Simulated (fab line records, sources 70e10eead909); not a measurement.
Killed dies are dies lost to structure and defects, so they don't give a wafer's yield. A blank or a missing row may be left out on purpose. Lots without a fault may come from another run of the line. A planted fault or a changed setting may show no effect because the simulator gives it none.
Which tool did it? | flow nand_harc | 7 lots, 21 wafers sampled, at 3 steps of a route of 1302

WHAT THE GAUGES READ, wafer by wafer
NHARC_THIN_TSV_CD_MEAS_12: target cd 1000 nm.
lot  | measured     | on        | cd_nm (nm)
L869 | day 24 16:07 | cd_sem-03 | 1002.1 1003.5 1001.2
L873 | day 25 16:55 | cd_sem-03 | 1004.0 1001.2 998.7
L875 | day 26 09:17 | cd_sem-03 | 998.7 1000.0 1000.9
L883 | day 29 21:51 | cd_sem-03 | 1001.0 1002.8 1004.3
L885 | day 32 02:35 | cd_sem-03 | 999.6
L887 | day 32 11:48 | cd_sem-01 | 1000.3 1003.7 998.7
L891 | day 33 02:52 | cd_sem-02 | 1001.4 1006.4 1004.7

WHICH TOOL RAN EACH LOT (tool, then ch and the chambers of the sampled wafers, then the start)
lot  | NHARC_A_SLIT_DEP_00           | NHARC_A_BONDPAD_PVD_27
L869 | acl_dep-01 ch 0, day 20 07:31 | pvd_sputter-03, day 24 16:07 or earlier
L873 | acl_dep-01 ch 0, day 21 10:11 | pvd_sputter-02, day 25 16:55 or earlier
L875 | acl_dep-01 ch 0, day 22 02:02 | pvd_sputter-02, day 26 09:17 or earlier
L883 | acl_dep-02 ch 0, day 25 23:12 | pvd_sputter-01, day 29 21:51 or earlier
L885 | acl_dep-01 ch 0, day 27 15:28 | pvd_sputter-02, day 32 02:35 or earlier
L887 | acl_dep-02 ch 0, day 27 22:31 | pvd_sputter-01, day 32 11:48 or earlier
L891 | acl_dep-02 ch 0, day 28 20:38 | pvd_sputter-01, day 33 02:52 or earlier
- NHARC_A_SLIT_DEP_00: deposits aC, target thk 6200 nm.
- NHARC_A_BONDPAD_PVD_27: deposits Cu, target thk 30 nm, time 20.49 s.

THE ANSWER, worked out from the rows above alone
Rule: what is usual is taken from the lots themselves. Put in order of their means at a reading, lots are off if they are a third of the lots or fewer, leave a main group of 4 or more, and stand apart from it by a gap of 3 or more times the standard deviation of the main group's means; of several such gaps the widest counts. A main group whose means are all the same, to the digits that the tables above print for the reading, isn't used. A lot without any number at a reading at which 4 lots or more have one is off too. The other lots that the step has rows for count as sound.
No lot is off at any reading shown: from this, nothing can be told.

WHAT THE SIMULATOR HAD PUT IN
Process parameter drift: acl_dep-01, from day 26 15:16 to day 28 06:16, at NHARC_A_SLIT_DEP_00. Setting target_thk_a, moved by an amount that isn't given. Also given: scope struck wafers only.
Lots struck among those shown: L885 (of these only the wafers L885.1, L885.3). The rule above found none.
